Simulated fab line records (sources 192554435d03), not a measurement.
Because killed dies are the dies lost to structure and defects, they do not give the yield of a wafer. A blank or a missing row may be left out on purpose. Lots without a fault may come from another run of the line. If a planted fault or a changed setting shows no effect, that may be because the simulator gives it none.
Matching of chambers ; flow n5 finfet ; N5_SD_EPI_N_ETCH_35 on rie diel-04: 4 sister chambers
The step etches SOC in N2/H2, overetch 108 nm, time 486 s. 8 wafers are shown with their chamber, then 8 later ones without.

== EACH WAFER AND ITS CHAMBER ==
wafer;chamber;drypump motor current A (A);throttle valve pct (%)
L079.2;3;5.6;23.67
L079.5;0;5.8;23.63
L081.5;1;5.4;23.89
L081.6;2;5.4;23.84
L084.2;2;5.4;23.85
L084.3;3;5.6;23.68
L084.4;0;5.7;23.65
L091.1;1;5.4;23.93

== WAFERS WHOSE CHAMBER IS MISSING ==
wafer;drypump motor current A (A);throttle valve pct (%)
L091.3;5.7;23.67
L091.6;5.7;23.67
L095.2;5.4;23.94
L095.3;5.8;23.68
L095.6;5.4;23.88
L096.4;5.4;23.96
L096.5;5.4;23.94
L096.6;5.4;23.88

== CHAMBER TAKEN BY EACH ==
wafer;from the rows above;in truth
L091.3;can't be placed: 0 or 3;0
L091.6;can't be placed: 0 or 3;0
L095.2;1;1
L095.3;0;0
L095.6;can't be placed: 1 or 2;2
L096.4;1;1
L096.5;1;1
L096.6;can't be placed: 1 or 2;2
Placed correctly: 4 of 8. These rows do not allow placing 4 (true chamber among the candidates in 4). Number placed wrongly: 0.
How it was worked out, from the rows above alone: a wafer's distance from a chamber is the root of the sum, over the readings, of the square of ((its reading less the chamber's mean) divided by the reading's scatter). If the next closest chamber is less than 2 further off than the closest, the wafer can't be placed; otherwise it belongs to the closest. For every chamber, the mean is computed from those of its wafers that are shown. The scatter: take each reading less its chamber's mean, square it, sum over the shown wafers, divide by the number of wafers less the number of chambers, and take the root.
